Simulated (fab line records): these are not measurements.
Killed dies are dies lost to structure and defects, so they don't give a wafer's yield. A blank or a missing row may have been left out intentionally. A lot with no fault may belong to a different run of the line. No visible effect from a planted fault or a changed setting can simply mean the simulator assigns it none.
Split-lot study    flow n5Finfet    route with 1938 steps; 7 lots, 21 wafers read

## SPLIT DETAILS
At N5_BEOL_M5_COAT_22 (resist thk 30 nm), the setting spinRpm was moved away from the recipe's 1500 rpm on 8 of the 21 wafers read, by -8.7% to +7.3%. This setting was run at the recipe's value on the other wafers.

## FROM THE SPLIT TO THE READING: what the file shows between them, 2 steps
- N5_BEOL_M5_EBR_24
- N5_BEOL_M5_SOFTBAKE_23: time 60 s

## THE READING
CAR-EUV_of_BEOL_M5_COAT_22.thkNm (the simulator's own value, which no gauge read), in nm, at N5_BEOL_M5_DESCUM_33 (chemistry O2, time 7 s). There is no usual value for it anywhere in the file. Here, 13 wafers ran the recipe; their average is 26.0 nm with a standard deviation of 0.095 nm.

wafer   tool, chamber at the split  spinRpm as run, rpm  against the recipe  CAR-EUV_of_BEOL_M5_COAT_22.thkNm, nm  against lot-mates on the recipe
L081.2  lithoTrack-04, 0            1500                 recipe              26.2                                  -
L081.4  lithoTrack-04, 0            1500                 recipe              26.2                                  -
L081.5  lithoTrack-04, 0            1500                 recipe              26                                    -
L082.1  lithoTrack-05, 0            1500                 recipe              26                                    -
L082.4  lithoTrack-05, 0            1578                 +5.2%               25.2                                  -0.8
L082.5  lithoTrack-05, 0            1578                 +5.2%               25.2                                  -0.8
L084.3  lithoTrack-02, 0            1500                 recipe              25.8                                  -
L084.5  lithoTrack-02, 0            1500                 recipe              26                                    -
L084.6  lithoTrack-02, 0            1546                 +3.1%               25.6                                  -0.3
L088.1  lithoTrack-04, 0            1500                 recipe              26                                    -
L088.5  lithoTrack-04, 0            1500                 recipe              26                                    -
L088.2  lithoTrack-04, 0            1609                 +7.3%               25                                    -1.0
L090.1  lithoTrack-04, 0            1571                 +4.7%               25.4                                  -0.6
L090.6  lithoTrack-04, 0            1571                 +4.7%               25.4                                  -0.6
L090.2  lithoTrack-04, 0            1500                 recipe              26                                    -
L096.1  lithoTrack-05, 0            1370                 -8.7%               27.4                                  +1.4
L096.5  lithoTrack-05, 0            1370                 -8.7%               27.4                                  +1.4
L096.2  lithoTrack-05, 0            1500                 recipe              26                                    -
L097.3  lithoTrack-04, 0            1500                 recipe              26                                    -
L097.4  lithoTrack-04, 0            1500                 recipe              26                                    -
L097.6  lithoTrack-04, 0            1500                 recipe              26                                    -

FIT RESULTS
A straight line over all 21 wafers: CAR-EUV_of_BEOL_M5_COAT_22.thkNm changes by -0.152 nm for each +1% of spinRpm; r = -0.99; the points scatter about the line by 0.089 nm.
The same after taking each lot's own level away (the mean of its wafers on the recipe; 21 wafers): -0.15 nm for each +1%; r = -0.99; scatter 0.075 nm.
The reading moves by 1.3 nm for the largest change in spinRpm, on that fit.
The span of the lots' own levels, 25.90 to 26.13 nm, comes to 2.5 times the standard deviation stated above.
So the lot-to-lot level changes the slope little: the two slopes agree.
Check: for one of the wafers moved furthest among these (-8.7%), held out of the fit, the line's prediction against its lot-mates is +1.3 nm. Against them it came out at +1.4 nm.

## OTHER SPLITS ON THESE WAFERS
These wafers also went through other splits before the reading. Each is held against what the fit with the lots' levels taken away leaves over:
other split on the same wafers  wafers away from the commonest value  r with CAR-EUV_of_BEOL_M5_COAT_22.thkNm (lot level and that fit taken away)
N5_BEOL_M3_COAT_67 spinRpm      8                                     +0.20
N5_BEOL_M4_DEP_57 timeS         9                                     +0.22
N5_BEOL_M5_COAT_66 spinRpm      8                                     +0.17

## THE WHOLE CHAIN: every reading that the file lists as answering this split, in the file's order
step                  what it does                                          reading                                                                            change (the file's fit)                                                                r (the file's)
N5_BEOL_M5_COAT_22    resist thk 30 nm                                      CAR-EUV_of_BEOL_M5_COAT_22.thkNm (the simulator's own value, which no gauge read)  -0.158 nm for each +1% of the setting                                                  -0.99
N5_BEOL_M5_DESCUM_33  chemistry O2, time 7 s                                CAR-EUV_of_BEOL_M5_COAT_22.thkNm (the simulator's own value, which no gauge read)  -0.146 nm for each +1% of the setting                                                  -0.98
N5_BEOL_M5_ETCH_67    etches SiARC in CF4, target depth 15.6 nm, time 26 s  CAR-EUV_of_BEOL_M5_COAT_22.thkNm (the simulator's own value, which no gauge read)  -0.142 nm for each +1% of the setting, in a fit together with spinRpm@BEOL_M5_COAT_66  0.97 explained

## THE FILE'S OWN FIT
CAR-EUV_of_BEOL_M5_COAT_22.thkNm changes by -0.146 nm for each +1% of spinRpm, r = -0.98.
